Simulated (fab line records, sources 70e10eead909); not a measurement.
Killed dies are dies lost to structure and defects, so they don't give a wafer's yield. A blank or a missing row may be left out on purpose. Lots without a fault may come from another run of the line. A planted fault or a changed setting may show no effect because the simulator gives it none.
Chamber matching | flow nand_harc | NHARC_A_CONTACT_DESCUM_13 on rie_diel-05: 4 sister chambers
The step chemistry O2, time 3 s. 4 wafers are shown with their chamber, then 7 later ones without.

WAFERS WITH THEIR CHAMBER
wafer  | chamber | drypump_motor_current_A (A)
L291.1 | 3       | 5.0
L291.4 | 1       | 6.1
L294.1 | 2       | 4.8
L294.2 | 0       | 5.8

WAFERS WITHOUT THEIR CHAMBER
wafer  | drypump_motor_current_A (A)
L294.4 | 6.1
L295.1 | 5.9
L295.2 | 6.1
L295.6 | 4.7
L300.1 | 5.0
L300.2 | 5.8
L300.3 | 6.1

WHICH CHAMBER EACH WENT THROUGH
wafer  | from the rows above     | in truth
L294.4 | 1                       | 1
L295.1 | can't be placed: 0 or 1 | 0
L295.2 | 1                       | 1
L295.6 | 2                       | 2
L300.1 | 3                       | 3
L300.2 | 0                       | 0
L300.3 | 1                       | 1
Placed correctly: 6 of 7. Can't be placed from these rows: 1 (the true chamber is among the candidates in 1). Placed wrongly: 0.
How it was worked out, from the rows above alone: a wafer's distance from a chamber is the root of the sum, over the readings, of the square of ((its reading less the chamber's mean) divided by the reading's scatter). The wafer belongs to the nearest chamber; if the next one is less than 2 further off, it can't be placed. A chamber's mean is the mean of its shown wafers. The scatter: with one shown wafer a chamber, the root of the mean of the squares of how far each hidden wafer lies from its nearest shown one.
